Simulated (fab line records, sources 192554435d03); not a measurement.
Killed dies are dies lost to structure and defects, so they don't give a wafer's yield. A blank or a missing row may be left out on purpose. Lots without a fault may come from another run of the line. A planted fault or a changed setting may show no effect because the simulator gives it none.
Chamber matching | flow n5_finfet | N5_BEOL_M4_ILD_DEP_00 on pecvd-02: 3 sister chambers
The step deposits SiOC from DEMS/O2, target thk 79 nm, time 15.3 s. 18 wafers are shown with their chamber, then 9 later ones without.

WAFERS WITH THEIR CHAMBER
wafer  | chamber | throttle_valve_pct (%) | heater_power_w (W) | showerhead_plenum_p_Torr (Torr)
L076.1 | 0       | 12.3                   | 376                | 5.668
L076.3 | 1       | 12.5                   | 498                | 5.705
L076.5 | 0       | 12.6                   | 369                | 5.684
L074.2 | 2       | 11.7                   | 490                | 5.695
L074.3 | 0       | 12.4                   | 450                | 5.689
L074.5 | 2       | 11.4                   | 493                | 5.669
L081.2 | 0       | 12.4                   | 391                | 5.684
L081.3 | 1       | 12.5                   | 473                | 5.722
L081.5 | 0       | 12.6                   | 393                | 5.685
L086.1 | 0       | 12.5                   | 381                | 5.690
L086.3 | 1       | 12.5                   | 505                | 5.725
L086.4 | 2       | 11.4                   | 482                | 5.671
L090.1 | 1       | 12.5                   | 475                | 5.729
L090.2 | 2       | 11.8                   | 466                | 5.678
L090.5 | 2       | 11.4                   | 465                | 5.680
L091.2 | 0       | 12.5                   | 395                | 5.676
L091.3 | 1       | 12.7                   | 524                | 5.721
L091.4 | 0       | 12.4                   | 401                | 5.679

SIGNATURES (means of the wafers above)
reading                  | chamber 0 | chamber 1 | chamber 2 | scatter within a chamber
throttle_valve_pct       | 12.463    | 12.540    | 11.540    | 0.132
heater_power_w           | 394.50    | 495.00    | 479.20    | 21.3
showerhead_plenum_p_Torr | 5.68187   | 5.72040   | 5.67860   | 0.00867
Rule: a wafer's distance from a chamber is the root of the sum, over the readings, of the square of ((its reading less the chamber's mean) divided by the reading's scatter). The wafer belongs to the nearest chamber; if the next one is less than 2 further off, it can't be placed. The scatter: the root of (the sum of the squares of (reading less its chamber's mean) over the shown wafers, divided by (wafers less chambers)).

WAFERS WITHOUT THEIR CHAMBER
wafer  | throttle_valve_pct (%) | heater_power_w (W) | showerhead_plenum_p_Torr (Torr)
L095.1 | 11.7                   | 471                | 5.680
L095.3 | 12.4                   | 423                | 5.730
L095.4 | 12.4                   | 387                | 5.684
L094.1 | 12.7                   | 446                | 5.682
L094.4 | 12.7                   | 513                | 5.732
L094.6 | 12.4                   | 363                | 5.673
L097.2 | 12.3                   | 388                | 5.690
L097.5 | 12.4                   | 397                | 5.671
L097.6 | 11.7                   | 475                | 5.663

WHICH CHAMBER EACH WENT THROUGH
wafer  | from the rows above | in truth
L095.1 | 2                   | 2
L095.3 | 1                   | 1
L095.4 | 0                   | 0
L094.1 | 0                   | 0
L094.4 | 1                   | 1
L094.6 | 0                   | 0
L097.2 | 0                   | 0
L097.5 | 0                   | 0
L097.6 | 2                   | 2
Placed correctly: 9 of 9. Can't be placed from these rows: 0. Placed wrongly: 0.
